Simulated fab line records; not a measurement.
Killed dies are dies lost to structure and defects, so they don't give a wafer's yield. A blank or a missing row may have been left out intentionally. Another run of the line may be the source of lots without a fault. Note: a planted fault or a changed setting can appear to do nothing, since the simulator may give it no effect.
A lot that was struck, set against a sound lot    flow n5Finfet    38 steps out of a route of 1938
Sound: wafers L407.1, L407.3, L407.5. Struck: wafer L403.6; the same lot's L403.2 was not struck, so it is left out; see the end for the cause.
For every step that has rows: the tool of each side, followed by ch and its chambers, followed by its first start. Under that, the readings that differ: sound wafers    struck wafers    difference of the means    sigmas: that difference in standard deviations of wafers without a fault.
alike: a reading whose means differ by less than 2 such deviations, as well as words and numbers matching on both sides. not compared: withheld readings; readings where some wafer has no value; bounds like >300 that might hide an equal value; numbers whose values overlap and for which the record gives no deviation.
The two part at a step that has a row with sigmas, a row that says differs or no value, or rows on one side only. Non-overlapping numbers with no deviation appear without sigmas and do not part them. A reading missing from all wafers of one side parts the sides only when that side holds two or more wafers.

first, 9 steps without rows for these wafers: N5_BEOL_M4_ANNEAL_95 (time 240 s); N5_BEOL_M4_SPUTTER_96 (material Cu, target thk 4.5 nm, time 8.29 s); N5_BEOL_M4_ECD_50 (material Cu, target thk 300 nm); N5_BEOL_M4_ANNEAL_51 (time 90 s); N5_BEOL_M4_CMP_52 (polishes, stops on SiOC, t overpolish 6.8 s, target thk 40 nm); N5_BEOL_M4_PRE_CLEAN_60 (time 15 s); N5_BEOL_M4_CO_CAP_55 (material Co, precursor CCTBA/H2, target thk 2 nm, time 102.1 s); N5_BEOL_M4_PRE_CLEAN_56 (time 15 s); N5_BEOL_M4_DEP_57 (deposits SiCN from 3MS/NH3, target thk 8 nm, time 14 s).
N5_BEOL_M4_RC_MEAS_101:
  sound on prober-01 ch 0, day 13 12:02; struck on prober-02 ch 0, day 12 19:00
  alike: DIBL_N, DIBL_P, IOFF_N, IOFF_P, ION_N, ION_P, SS_N, SS_P, VT_N, VT_P
then, 24 steps without rows for these wafers: N5_BEOL_M5_ILD_DEP_00 (deposits SiCOH lowk from DEMS/porogen, target thk 140.64 nm, time 25.9 s); N5_BEOL_M5_CURE_79 (cures SiCOH lowk, time 240 s); N5_BEOL_M5_PECVD_70 (deposits SiO2 from TEOS/O2, target thk 16 nm, time 18 s); N5_BEOL_M5_HM_DEP_02 (deposits TiN, target thk 20 nm); N5_BEOL_M5_COAT_59 (time 60 s, resist thk 60 nm); N5_BEOL_M5_COAT_60 (time 60 s, resist thk 12 nm); N5_BEOL_M5_COAT_71 (time 60 s, resist thk 5 nm); N5_BEOL_M5_COAT_05 (resist thk 30 nm); N5_BEOL_M5_EBR_07; N5_BEOL_M5_SOFTBAKE_06 (time 60 s); N5_BEOL_M5_EXPOSE_08 (exposes mask M5, target cd 28 nm); N5_BEOL_M5_PEB_09 (peb time 60 s); N5_BEOL_M5_DEVELOP_10 (develop time 30 s); N5_BEOL_M5_DESCUM_16 (chemistry O2, time 7 s); N5_BEOL_M5_ETCH_72 (etches underlayer in N2/H2, target depth 6.5 nm, time 5.2 s); N5_BEOL_M5_ETCH_61 (etches SiARC in CF4, target depth 15.6 nm, time 26 s); N5_BEOL_M5_ETCH_62 (etches SOC in N2/H2, target depth 75 nm, overetch 15 nm, time 112.5 s); N5_BEOL_M5_STRIP_63 (strips in N2/H2); N5_BEOL_M5_STRIP_73 (strips in N2/H2); N5_BEOL_M5_STRIP_64 (strips in CF4); N5_BEOL_M5_HM_OPEN_17 (chemistry Cl2/BCl3, target TiN, target depth 20 nm, overetch 6 nm); N5_BEOL_M5_STRIP_19 (strips in O2); N5_BEOL_M5_COAT_65 (time 60 s, resist thk 60 nm); N5_BEOL_M5_COAT_66 (time 60 s, resist thk 12 nm).
-- here the record skips 4 days between the struck wafers' starts before and after, leaving off in module BEOL_M5 and picking up in module MIM_BOT_ETCH (first step shown: number 1866 of the route) --
N5_MIM_BOT_ETCH_ETCH_04: etches SiNx in CF4/O2, target depth 26 nm, time 13 s.
  sound on rieDiel-01 ch 0,1,2, day 17 17:34; struck on rieDiel-04 ch 1, day 16 12:52
reading                             sound              struck  difference  sigmas
oesProductAu (a.u.)                 0.94 0.77 0.68     0.53    -0.27       -3
model.etch.depthNm (nm)             26.59 25.78 25.54  14.73   -11.24      
model.MIM_BOT_ETCH.cdOffsetNm (nm)  0 0 0              0.6     +0.6        
  alike: biasW, drypumpMotorCurrentA, mfcArSccm, rfFwdPowerW, rfVppV, showerheadPlenumPTorr, throttleValvePct
  not compared: rfHoursCounterH, model.coat_of_MIM_BOT_LITHO_COAT_02.thkNm
N5_MIM_BOT_ETCH_ETCH_03: etches the open film in Cl2/BCl3, target depth 12 nm.
  sound on rieMetal-02 ch 0,1, day 17 17:39; struck on rieMetal-03 ch 1, day 16 12:57
reading              sound           struck  difference  sigmas
oesProductAu (a.u.)  0.80 0.66 0.80  0.53    -0.22       -3
  alike: biasW, drypumpMotorCurrentA, rfFwdPowerW, throttleValvePct
  not compared: rfHoursCounterH
N5_MIM_BOT_ETCH_ETCH_00: etches TiN in Cl2/BCl3, target depth 45.5 nm.
  sound on rieMetal-02 ch 0,1, day 17 17:44; struck on rieMetal-03 ch 1, day 16 13:02
reading              sound           struck  difference  sigmas
oesProductAu (a.u.)  0.81 0.65 0.80  0.53    -0.22       -3
  alike: biasW, drypumpMotorCurrentA, mfcArSccm, rfFwdPowerW, throttleValvePct
  not compared: rfHoursCounterH, model.coat_of_MIM_BOT_LITHO_COAT_02.thkNm
N5_PASSIVATION_PROBE_49:
  record: rows for the struck wafers here (prober-02, day 16 23:56), none for the sound ones

WHERE THEY PART
Earliest at N5_MIM_BOT_ETCH_ETCH_04; latest, in this record, at N5_PASSIVATION_PROBE_49.

WHY: what the simulator had put in
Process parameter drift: rieDiel-04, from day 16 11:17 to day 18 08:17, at N5_MIM_BOT_ETCH_ETCH_04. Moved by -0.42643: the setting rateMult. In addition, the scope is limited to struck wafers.
